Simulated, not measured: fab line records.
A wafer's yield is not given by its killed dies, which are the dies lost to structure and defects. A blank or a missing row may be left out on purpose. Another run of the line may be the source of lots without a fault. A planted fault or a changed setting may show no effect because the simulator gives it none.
Chamber matching || flow n5Finfet || 3 sister chambers for N5_BEOL_M4_DEP_57 on pecvd-03
The step deposits SiCN from 3MS/NH3, target thk 8 nm, time 14 s. 6 wafers are shown with their chamber, then 7 later ones without.

EACH WAFER AND ITS CHAMBER
{"wafer": "L396.5", "chamber": 1, "showerheadPlenumPTorr (Torr)": 3.669, "throttleValvePct (%)": 9.2}
{"wafer": "L397.1", "chamber": 2, "showerheadPlenumPTorr (Torr)": 3.652, "throttleValvePct (%)": 8.6}
{"wafer": "L397.4", "chamber": 1, "showerheadPlenumPTorr (Torr)": 3.667, "throttleValvePct (%)": 9.2}
{"wafer": "L397.5", "chamber": 0, "showerheadPlenumPTorr (Torr)": 3.657, "throttleValvePct (%)": 9.3}
{"wafer": "L398.2", "chamber": 0, "showerheadPlenumPTorr (Torr)": 3.664, "throttleValvePct (%)": 9.3}
{"wafer": "L398.3", "chamber": 2, "showerheadPlenumPTorr (Torr)": 3.647, "throttleValvePct (%)": 8.5}

WAFERS WHOSE CHAMBER IS MISSING
{"wafer": "L398.5", "showerheadPlenumPTorr (Torr)": 3.652, "throttleValvePct (%)": 8.8}
{"wafer": "L401.3", "showerheadPlenumPTorr (Torr)": 3.640, "throttleValvePct (%)": 8.4}
{"wafer": "L401.4", "showerheadPlenumPTorr (Torr)": 3.655, "throttleValvePct (%)": 9.1}
{"wafer": "L401.6", "showerheadPlenumPTorr (Torr)": 3.667, "throttleValvePct (%)": 9.4}
{"wafer": "L403.1", "showerheadPlenumPTorr (Torr)": 3.674, "throttleValvePct (%)": 9.2}
{"wafer": "L403.2", "showerheadPlenumPTorr (Torr)": 3.659, "throttleValvePct (%)": 9.0}
{"wafer": "L403.4", "showerheadPlenumPTorr (Torr)": 3.670, "throttleValvePct (%)": 9.4}

CHAMBER TAKEN BY EACH
{"wafer": "L398.5", "from the rows above": 2, "in truth": 2}
{"wafer": "L401.3", "from the rows above": 2, "in truth": 2}
{"wafer": "L401.4", "from the rows above": "can't be placed: 1 or 0", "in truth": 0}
{"wafer": "L401.6", "from the rows above": "can't be placed: 0 or 1", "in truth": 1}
{"wafer": "L403.1", "from the rows above": 1, "in truth": 1}
{"wafer": "L403.2", "from the rows above": "can't be placed: 1 or 0", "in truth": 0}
{"wafer": "L403.4", "from the rows above": "can't be placed: 0 or 1", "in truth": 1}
Correctly placed: 3 of 7. Cannot be placed on the basis of these rows: 4; the candidates contain the true chamber in 4. Wrongly placed: 0.
How it was worked out, from the rows above alone: a wafer's distance from a chamber is the root of the sum, over the readings, of the square of ((its reading less the chamber's mean) divided by the reading's scatter). If the next closest chamber is less than 2 further off than the closest, the wafer can't be placed; otherwise it belongs to the closest. The mean given for a chamber averages the wafers shown for that chamber. The scatter is the square root of a quotient: the sum, over the shown wafers, of each reading's squared deviation from its chamber's mean, divided by wafers minus chambers.
